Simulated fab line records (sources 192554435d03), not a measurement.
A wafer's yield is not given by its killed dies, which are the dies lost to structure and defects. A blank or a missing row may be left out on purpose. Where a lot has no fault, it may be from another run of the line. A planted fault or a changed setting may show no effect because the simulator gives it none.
Matching of chambers / flow n5 finfet / cvd co-02 running N5_BEOL_M0_CO_CAP_123: 3 sister chambers
The step material Co, precursor CCTBA/H2, target thk 2 nm, time 102.1 s. 22 wafers are shown with their chamber, then 11 later ones without.

== EACH WAFER AND ITS CHAMBER ==
wafer=L074.2; chamber=1; heater power w (W)=207; chamber pressure Torr (Torr)=30.01
wafer=L074.4; chamber=0; heater power w (W)=250; chamber pressure Torr (Torr)=29.93
wafer=L074.5; chamber=2; heater power w (W)=234; chamber pressure Torr (Torr)=30.04
wafer=L075.1; chamber=2; heater power w (W)=230; chamber pressure Torr (Torr)=29.99
wafer=L075.2; chamber=0; heater power w (W)=248; chamber pressure Torr (Torr)=29.92
wafer=L075.5; chamber=2; heater power w (W)=231; chamber pressure Torr (Torr)=30.00
wafer=L077.2; chamber=0; heater power w (W)=263; chamber pressure Torr (Torr)=30.04
wafer=L077.3; chamber=1; heater power w (W)=201; chamber pressure Torr (Torr)=29.96
wafer=L077.4; chamber=1; heater power w (W)=199; chamber pressure Torr (Torr)=30.09
wafer=L080.3; chamber=2; heater power w (W)=230; chamber pressure Torr (Torr)=29.97
wafer=L080.4; chamber=1; heater power w (W)=204; chamber pressure Torr (Torr)=30.04
wafer=L080.6; chamber=2; heater power w (W)=233; chamber pressure Torr (Torr)=30.04
wafer=L081.3; chamber=0; heater power w (W)=253; chamber pressure Torr (Torr)=29.98
wafer=L081.4; chamber=0; heater power w (W)=263; chamber pressure Torr (Torr)=30.03
wafer=L081.6; chamber=1; heater power w (W)=204; chamber pressure Torr (Torr)=29.94
wafer=L082.1; chamber=0; heater power w (W)=261; chamber pressure Torr (Torr)=29.95
wafer=L082.2; chamber=2; heater power w (W)=237; chamber pressure Torr (Torr)=29.89
wafer=L082.3; chamber=1; heater power w (W)=201; chamber pressure Torr (Torr)=30.02
wafer=L085.1; chamber=0; heater power w (W)=254; chamber pressure Torr (Torr)=30.06
wafer=L085.4; chamber=1; heater power w (W)=201; chamber pressure Torr (Torr)=29.98
wafer=L085.5; chamber=0; heater power w (W)=244; chamber pressure Torr (Torr)=29.99
wafer=L086.1; chamber=0; heater power w (W)=255; chamber pressure Torr (Torr)=29.99

SIGNATURES, as means of the wafers listed above
reading=heater power w; chamber 0=254.56; chamber 1=202.43; chamber 2=232.50; scatter within a chamber=4.83
reading=chamber pressure Torr; chamber 0=29.9878; chamber 1=30.0057; chamber 2=29.9883; scatter within a chamber=0.0514
Rule: a wafer's distance from a chamber is the root of the sum, over the readings, of the square of ((its reading less the chamber's mean) divided by the reading's scatter). The wafer belongs to the nearest chamber; if the next one is less than 2 further off, it can't be placed. The scatter: the root of (the sum of the squares of (reading less its chamber's mean) over the shown wafers, divided by (wafers less chambers)).

== WAFERS WITH NO CHAMBER GIVEN ==
wafer=L086.2; heater power w (W)=209; chamber pressure Torr (Torr)=30.01
wafer=L086.6; heater power w (W)=254; chamber pressure Torr (Torr)=29.90
wafer=L088.2; heater power w (W)=205; chamber pressure Torr (Torr)=30.12
wafer=L088.5; heater power w (W)=253; chamber pressure Torr (Torr)=29.92
wafer=L088.6; heater power w (W)=236; chamber pressure Torr (Torr)=29.95
wafer=L093.2; heater power w (W)=232; chamber pressure Torr (Torr)=29.90
wafer=L093.3; heater power w (W)=253; chamber pressure Torr (Torr)=29.99
wafer=L093.5; heater power w (W)=230; chamber pressure Torr (Torr)=29.93
wafer=L096.2; heater power w (W)=248; chamber pressure Torr (Torr)=29.92
wafer=L096.4; heater power w (W)=236; chamber pressure Torr (Torr)=30.05
wafer=L096.6; heater power w (W)=201; chamber pressure Torr (Torr)=29.98

== THE CHAMBER EACH PASSED THROUGH ==
wafer=L086.2; from the rows above=1; in truth=1
wafer=L086.6; from the rows above=0; in truth=0
wafer=L088.2; from the rows above=1; in truth=1
wafer=L088.5; from the rows above=0; in truth=0
wafer=L088.6; from the rows above=2; in truth=2
wafer=L093.2; from the rows above=2; in truth=2
wafer=L093.3; from the rows above=0; in truth=0
wafer=L093.5; from the rows above=2; in truth=2
wafer=L096.2; from the rows above=can't be placed: 0 or 2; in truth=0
wafer=L096.4; from the rows above=2; in truth=2
wafer=L096.6; from the rows above=1; in truth=1
Correct placement for 10 of the 11. From these rows, 1 cannot be placed; in 1 the true chamber is one of the candidates. Wrongly placed: 0.
